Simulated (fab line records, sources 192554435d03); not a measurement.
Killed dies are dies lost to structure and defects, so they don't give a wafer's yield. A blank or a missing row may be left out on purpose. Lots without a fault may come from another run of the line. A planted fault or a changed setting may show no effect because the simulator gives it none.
Chamber matching | flow n5_finfet | N5_MOL_CONTACT_COAG_DESCUM_45 on rie_diel-05: 4 sister chambers
The step chemistry O2, time 7 s. 8 wafers are shown with their chamber, then 8 later ones without.

WAFERS WITH THEIR CHAMBER
wafer  | chamber | showerhead_plenum_p_Torr (Torr) | drypump_motor_current_A (A)
L080.2 | 0       | 2.11                            | 5.4
L080.5 | 2       | 2.18                            | 5.6
L082.3 | 2       | 2.18                            | 5.6
L082.4 | 1       | 2.05                            | 6.3
L085.1 | 1       | 2.05                            | 6.2
L085.4 | 3       | 2.06                            | 5.6
L085.6 | 3       | 2.06                            | 5.6
L087.1 | 0       | 2.10                            | 5.4

WAFERS WITHOUT THEIR CHAMBER
wafer  | showerhead_plenum_p_Torr (Torr) | drypump_motor_current_A (A)
L087.2 | 2.18                            | 5.6
L087.5 | 2.05                            | 6.2
L090.2 | 2.10                            | 5.3
L090.4 | 2.18                            | 5.6
L090.6 | 2.10                            | 5.3
L091.2 | 2.18                            | 5.6
L091.5 | 2.10                            | 5.4
L091.6 | 2.05                            | 6.1

WHICH CHAMBER EACH WENT THROUGH
wafer  | from the rows above | in truth
L087.2 | 2                   | 2
L087.5 | 1                   | 1
L090.2 | 0                   | 0
L090.4 | 2                   | 2
L090.6 | 0                   | 0
L091.2 | 2                   | 2
L091.5 | 0                   | 0
L091.6 | 1                   | 1
Placed correctly: 8 of 8. Can't be placed from these rows: 0. Placed wrongly: 0.
How it was worked out, from the rows above alone: a wafer's distance from a chamber is the root of the sum, over the readings, of the square of ((its reading less the chamber's mean) divided by the reading's scatter). The wafer belongs to the nearest chamber; if the next one is less than 2 further off, it can't be placed. A chamber's mean is the mean of its shown wafers. The scatter: the root of (the sum of the squares of (reading less its chamber's mean) over the shown wafers, divided by (wafers less chambers)).
